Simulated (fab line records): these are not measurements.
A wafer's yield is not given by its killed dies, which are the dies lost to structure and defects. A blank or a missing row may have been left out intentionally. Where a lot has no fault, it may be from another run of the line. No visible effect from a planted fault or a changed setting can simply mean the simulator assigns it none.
fab line records ; flow n5_finfet ; part 2 of 2: steps 4 to 6 of 6
record lots=24; wafers=72; last_day=18
route steps=1938 shown BEOL_M4@1063
lots untouched by any fault: they come from a run of this same line in which no faults occurred
start_h: hours from the record's first day to the start of the lot's first wafer shown ; wait_h: how many hours have passed since the lot's step before this one ; " repeats the value in the row above ; L1.1+2: several wafers, shown together as one row ; - no value, or no start given ; * or withheld: withheld ; < > ~ a bound
route shown NAME@n: names a module that has steps shown in the file, with the first one's number in the route ; usual: mean and standard deviation over wafers with no fault ; same: alike in all rows ; chamber/n: place in a boat ; sites: readings site by site ; _std_site: standard deviation across them ; _edge_site: mean of outer sites minus mean of inner sites ; radius_mm: for every site, how far away it sits from the centre of the wafer ; mask NAME#n: copy n ; behind: the last tool/chamber to shape the wafer ; hold: the reason the lot was held/the length of the hold in hours/how it ended ; device: the transistor (n, p or np) that didn't switch ; end of line: the same wafers' tests at the end of the route ; a step with no rows: only its recipe ; killed: dies lost to structure and defects at the first sort, not the wafer's yield ; map: shows each die of a wafer: x if killed, . if not, _ if none is there
set.NAME: the setting the step ran with; set.NAME@STEP: the setting that earlier step ran with ; model.NAME: the simulator's own value behind a step, which no gauge read
steps of the route over a sample of lots; a table a step, a row a wafer
services: from which hour (start_h, from the record's first day; less than 0 if before it) a tool's chamber was out of use, for how many hours, and why
## steps
# step N5_BEOL_M4_CD_MEAS_35
# recipe target_cd_nm=18; target_cd_y_nm=22.4; polarity=opening
# usual cd_nm=18.0/0.33
lot.wafer;tool;chamber;start_h;wait_h;cd_nm
L074.2;cd_sem-01;-;164.37;0.0;17.7
L074.3;cd_sem-01;-;164.37;0.0;18.2
L074.4;cd_sem-01;-;164.37;0.0;18.2
L075.1;cd_sem-01;-;166.81;0.0;17.9
L075.2;cd_sem-01;-;166.81;0.0;18.4
L075.3;cd_sem-01;-;166.81;0.0;18.1
L076.1;cd_sem-02;-;171.60;0.0;18.0
L076.2;cd_sem-02;-;171.60;0.0;18.5
L076.5;cd_sem-02;-;171.60;0.0;18.2
L077.3;cd_sem-03;-;182.03;0.0;18.0
L077.4;cd_sem-03;-;182.03;0.0;18.2
L077.6;cd_sem-03;-;182.03;0.0;18.5
L078.4;cd_sem-02;-;187.85;0.0;17.7
L078.5;cd_sem-02;-;187.85;0.0;17.6
L078.6;cd_sem-02;-;187.85;0.0;18.1
L080.1;cd_sem-01;-;195.00;0.0;17.8
L080.3;cd_sem-01;-;195.00;0.0;18.2
L080.4;cd_sem-01;-;195.00;0.0;18.1
L079.2;cd_sem-02;-;197.66;0.0;17.9
L079.3;cd_sem-02;-;197.66;0.0;17.7
L079.6;cd_sem-02;-;197.66;0.0;17.9
L081.1;cd_sem-02;-;205.39;0.0;17.7
L081.2;cd_sem-02;-;205.39;0.0;17.5
L081.6;cd_sem-02;-;205.39;0.0;17.7
L082.2;cd_sem-02;-;208.06;0.0;17.7
L082.4;cd_sem-02;-;208.06;0.0;18.3
L082.5;cd_sem-02;-;208.06;0.0;17.6
L084.1;cd_sem-03;-;214.92;0.0;18.3
L084.5;cd_sem-03;-;214.92;0.0;18.0
L084.6;cd_sem-03;-;214.92;0.0;17.9
L083.3;cd_sem-01;-;219.46;0.0;17.6
L083.4;cd_sem-01;-;219.46;0.0;17.6
L083.5;cd_sem-01;-;219.46;0.0;17.6
L085.2;cd_sem-02;-;224.93;0.0;18.6
L085.4;cd_sem-02;-;224.93;0.0;18.5
L085.5;cd_sem-02;-;224.93;0.0;18.3
L086.2;cd_sem-03;-;235.25;0.0;18.6
L086.3;cd_sem-03;-;235.25;0.0;18.6
L086.6;cd_sem-03;-;235.25;0.0;17.9
L087.2;cd_sem-03;-;250.94;0.0;17.6
L087.3;cd_sem-03;-;250.94;0.0;18.1
L087.5;cd_sem-03;-;250.94;0.0;18.0
L088.1;cd_sem-02;-;254.17;0.0;18.2
L088.4;cd_sem-02;-;254.17;0.0;18.3
L088.5;cd_sem-02;-;254.17;0.0;18.3
L089.2;cd_sem-03;-;254.47;0.0;18.6
L089.3;cd_sem-03;-;254.47;0.0;18.2
L089.6;cd_sem-03;-;254.47;0.0;18.4
L090.2;cd_sem-02;-;257.03;0.0;17.9
L090.3;cd_sem-02;-;257.03;0.0;17.7
L090.5;cd_sem-02;-;257.03;0.0;17.8
L092.1;cd_sem-02;-;258.18;0.0;17.5
L092.2;cd_sem-02;-;258.18;0.0;17.9
L092.3;cd_sem-02;-;258.18;0.0;17.2
L091.1;cd_sem-01;-;262.21;0.0;17.9
L091.4;cd_sem-01;-;262.21;0.0;18.3
L091.5;cd_sem-01;-;262.21;0.0;18.3
L093.3;cd_sem-03;-;279.74;0.0;18.0
L093.5;cd_sem-03;-;279.74;0.0;17.9
L093.6;cd_sem-03;-;279.74;0.0;17.9
L094.1;cd_sem-03;-;282.40;0.0;18.1
L094.4;cd_sem-03;-;282.40;0.0;18.5
L094.5;cd_sem-03;-;282.40;0.0;18.2
L096.1;cd_sem-02;-;296.15;0.0;17.8
L096.2;cd_sem-02;-;296.15;0.0;18.1
L096.4;cd_sem-02;-;296.15;0.0;17.9
L095.2;cd_sem-03;-;299.40;0.0;17.7
L095.4;cd_sem-03;-;299.40;0.0;18.4
L095.6;cd_sem-03;-;299.40;0.0;17.8
L097.2;cd_sem-01;-;302.13;0.0;17.8
L097.4;cd_sem-01;-;302.13;0.0;17.8
L097.5;cd_sem-01;-;302.13;0.0;17.9
# step N5_BEOL_M4_ANNEAL_49
# recipe temp_c=400; time_s=240; ambient=vacuum
# usual heater_power_w=826/87
lot.wafer;tool;chamber;start_h;wait_h;heater_power_w
L074.2;pvd_sputter-03;-;165.12;0.0;781
L074.3;pvd_sputter-03;-;165.12;0.0;800
L074.4;pvd_sputter-03;-;165.12;0.0;710
L075.1;pvd_sputter-01;-;167.88;0.0;841
L075.2;pvd_sputter-01;-;167.88;0.0;875
L075.3;pvd_sputter-01;-;167.88;0.0;814
L076.1;pvd_sputter-01;-;172.34;0.0;828
L076.2;pvd_sputter-01;-;172.34;0.0;685
L076.5;pvd_sputter-01;-;172.34;0.0;691
L077.3;pvd_sputter-02;-;182.84;0.0;989
L077.4;pvd_sputter-02;-;182.84;0.0;800
L077.6;pvd_sputter-02;-;182.84;0.0;795
L078.4;pvd_sputter-02;-;189.00;0.0;787
L078.5;pvd_sputter-02;-;189.00;0.0;886
L078.6;pvd_sputter-02;-;189.00;0.0;1027
L080.1;pvd_sputter-01;-;196.23;0.0;853
L080.3;pvd_sputter-01;-;196.23;0.0;792
L080.4;pvd_sputter-01;-;196.23;0.0;694
L079.2;pvd_sputter-01;-;198.85;0.0;861
L079.3;pvd_sputter-01;-;198.85;0.0;683
L079.6;pvd_sputter-01;-;198.85;0.0;853
L081.1;pvd_sputter-02;-;206.58;0.0;1020
L081.2;pvd_sputter-02;-;206.58;0.0;982
L081.6;pvd_sputter-02;-;206.58;0.0;1008
L082.2;pvd_sputter-02;-;209.22;0.0;1039
L082.4;pvd_sputter-02;-;209.22;0.0;866
L082.5;pvd_sputter-02;-;209.22;0.0;854
L084.1;pvd_sputter-01;-;215.81;0.0;855
L084.5;pvd_sputter-01;-;215.81;0.0;849
L084.6;pvd_sputter-01;-;215.81;0.0;835
L083.3;pvd_sputter-02;-;222.13;0.0;870
L083.4;pvd_sputter-02;-;222.13;0.0;1045
L083.5;pvd_sputter-02;-;222.13;0.0;978
L085.2;pvd_sputter-02;-;225.83;0.0;989
L085.4;pvd_sputter-02;-;225.83;0.0;800
L085.5;pvd_sputter-02;-;225.83;0.0;964
L086.2;pvd_sputter-01;-;236.70;0.0;885
L086.3;pvd_sputter-01;-;236.70;0.0;688
L086.6;pvd_sputter-01;-;236.70;0.0;877
L087.2;pvd_sputter-03;-;252.37;0.0;778
L087.3;pvd_sputter-03;-;252.37;0.0;866
L087.5;pvd_sputter-03;-;252.37;0.0;873
L088.1;pvd_sputter-01;-;255.11;0.0;869
L088.4;pvd_sputter-01;-;255.11;0.0;855
L088.5;pvd_sputter-01;-;255.11;0.0;869
L089.2;pvd_sputter-01;-;256.95;0.0;784
L089.3;pvd_sputter-01;-;256.95;0.0;854
L089.6;pvd_sputter-01;-;256.95;0.0;844
L090.2;pvd_sputter-03;-;258.26;0.0;782
L090.3;pvd_sputter-03;-;258.26;0.0;857
L090.5;pvd_sputter-03;-;258.26;0.0;694
L092.1;pvd_sputter-01;-;259.47;0.0;892
L092.2;pvd_sputter-01;-;259.47;0.0;693
L092.3;pvd_sputter-01;-;259.47;0.0;853
L091.1;pvd_sputter-03;-;263.82;0.0;839
L091.4;pvd_sputter-03;-;263.82;0.0;785
L091.5;pvd_sputter-03;-;263.82;0.0;779
L093.3;pvd_sputter-01;-;280.41;0.0;715
L093.5;pvd_sputter-01;-;280.41;0.0;689
L093.6;pvd_sputter-01;-;280.41;0.0;802
L094.1;pvd_sputter-01;-;283.34;0.0;853
L094.4;pvd_sputter-01;-;283.34;0.0;778
L094.5;pvd_sputter-01;-;283.34;0.0;693
L096.1;pvd_sputter-01;-;297.36;0.0;862
L096.2;pvd_sputter-01;-;297.36;0.0;859
L096.4;pvd_sputter-01;-;297.36;0.0;700
L095.2;pvd_sputter-03;-;300.29;0.0;835
L095.4;pvd_sputter-03;-;300.29;0.0;823
L095.6;pvd_sputter-03;-;300.29;0.0;852
L097.2;pvd_sputter-03;-;303.16;0.0;858
L097.4;pvd_sputter-03;-;303.16;0.0;709
L097.5;pvd_sputter-03;-;303.16;0.0;853
# step N5_BEOL_M4_SPUTTER_79
# recipe material=Cu; target_thk_a=45; temp_c=-20; chamber_pressure_pa=0.07; power_w=withheld; time_s=8.29
# usual throttle_valve_pct=30.2/1
lot.wafer;tool;chamber;start_h;wait_h;throttle_valve_pct
L074.2;pvd_sputter-03;-;165.26;0.1;30.7
L074.3;pvd_sputter-03;-;165.26;0.1;30.0
L074.4;pvd_sputter-03;-;165.26;0.1;31.0
L075.1;pvd_sputter-01;-;168.02;0.1;30.9
L075.2;pvd_sputter-01;-;168.02;0.1;30.7
L075.3;pvd_sputter-01;-;168.02;0.1;29.6
L076.1;pvd_sputter-01;-;172.48;0.1;29.8
L076.2;pvd_sputter-01;-;172.48;0.1;29.6
L076.5;pvd_sputter-01;-;172.48;0.1;29.7
L077.3;pvd_sputter-02;-;182.98;0.1;30.3
L077.4;pvd_sputter-02;-;182.98;0.1;30.1
L077.6;pvd_sputter-02;-;182.98;0.1;30.2
L078.4;pvd_sputter-02;-;189.14;0.1;30.3
L078.5;pvd_sputter-02;-;189.14;0.1;27.9
L078.6;pvd_sputter-02;-;189.14;0.1;33.0
L080.1;pvd_sputter-01;-;196.37;0.1;30.9
L080.3;pvd_sputter-01;-;196.37;0.1;30.0
L080.4;pvd_sputter-01;-;196.37;0.1;29.9
L079.2;pvd_sputter-01;-;198.99;0.1;30.5
L079.3;pvd_sputter-01;-;198.99;0.1;29.5
L079.6;pvd_sputter-01;-;198.99;0.1;30.9
L081.1;pvd_sputter-02;-;206.72;0.1;33.2
L081.2;pvd_sputter-02;-;206.72;0.1;30.4
L081.6;pvd_sputter-02;-;206.72;0.1;33.0
L082.2;pvd_sputter-02;-;209.36;0.1;33.0
L082.4;pvd_sputter-02;-;209.36;0.1;27.8
L082.5;pvd_sputter-02;-;209.36;0.1;28.1
L084.1;pvd_sputter-01;-;215.95;0.1;30.6
L084.5;pvd_sputter-01;-;215.95;0.1;30.6
L084.6;pvd_sputter-01;-;215.95;0.1;30.5
L083.3;pvd_sputter-02;-;222.27;0.1;28.1
L083.4;pvd_sputter-02;-;222.27;0.1;32.8
L083.5;pvd_sputter-02;-;222.27;0.1;30.4
L085.2;pvd_sputter-02;-;225.97;0.1;30.4
L085.4;pvd_sputter-02;-;225.97;0.1;30.0
L085.5;pvd_sputter-02;-;225.97;0.1;30.3
L086.2;pvd_sputter-01;-;236.84;0.1;30.4
L086.3;pvd_sputter-01;-;236.84;0.1;29.6
L086.6;pvd_sputter-01;-;236.84;0.1;30.9
L087.2;pvd_sputter-03;-;252.51;0.1;30.4
L087.3;pvd_sputter-03;-;252.51;0.1;28.8
L087.5;pvd_sputter-03;-;252.51;0.1;28.9
L088.1;pvd_sputter-01;-;255.25;0.1;30.8
L088.4;pvd_sputter-01;-;255.25;0.1;30.8
L088.5;pvd_sputter-01;-;255.25;0.1;30.6
L089.2;pvd_sputter-01;-;257.09;0.1;29.9
L089.3;pvd_sputter-01;-;257.09;0.1;30.8
L089.6;pvd_sputter-01;-;257.09;0.1;30.7
L090.2;pvd_sputter-03;-;258.40;0.1;30.6
L090.3;pvd_sputter-03;-;258.40;0.1;29.0
L090.5;pvd_sputter-03;-;258.40;0.1;30.8
L092.1;pvd_sputter-01;-;259.61;0.1;30.6
L092.2;pvd_sputter-01;-;259.61;0.1;29.7
L092.3;pvd_sputter-01;-;259.61;0.1;30.5
L091.1;pvd_sputter-03;-;263.96;0.1;28.8
L091.4;pvd_sputter-03;-;263.96;0.1;29.8
L091.5;pvd_sputter-03;-;263.96;0.1;30.1
L093.3;pvd_sputter-01;-;280.55;0.1;29.8
L093.5;pvd_sputter-01;-;280.55;0.1;30.0
L093.6;pvd_sputter-01;-;280.55;0.1;29.8
L094.1;pvd_sputter-01;-;283.48;0.1;30.8
L094.4;pvd_sputter-01;-;283.48;0.1;29.8
L094.5;pvd_sputter-01;-;283.48;0.1;29.7
L096.1;pvd_sputter-01;-;297.50;0.1;30.8
L096.2;pvd_sputter-01;-;297.50;0.1;30.8
L096.4;pvd_sputter-01;-;297.50;0.1;29.9
L095.2;pvd_sputter-03;-;300.43;0.1;28.9
L095.4;pvd_sputter-03;-;300.43;0.1;29.9
L095.6;pvd_sputter-03;-;300.43;0.1;29.1
L097.2;pvd_sputter-03;-;303.30;0.1;28.9
L097.4;pvd_sputter-03;-;303.30;0.1;31.0
L097.5;pvd_sputter-03;-;303.30;0.1;29.0
## services
tool;chamber;start_h;hours;kind
rie_diel-03;3;148.21;-;clean
rie_diel-03;3;148.21;-;consumable_replace:focus_ring
rie_diel-03;3;148.21;29.4;scheduled_down
rie_diel-03;3;148.21;29.4;vent_cycle
rie_diel-04;1;149.34;-;clean
rie_diel-04;1;149.34;-;consumable_replace:focus_ring
rie_diel-04;1;149.34;18.4;scheduled_down
rie_diel-04;1;149.34;18.4;vent_cycle
rie_diel-03;1;211.40;-;clean
rie_diel-03;1;211.40;-;consumable_replace:focus_ring
rie_diel-03;1;211.40;17.4;scheduled_down
rie_diel-03;1;211.40;17.4;vent_cycle
rie_diel-06;3;226.21;11.0;repair
rie_diel-03;2;276.78;12.1;repair
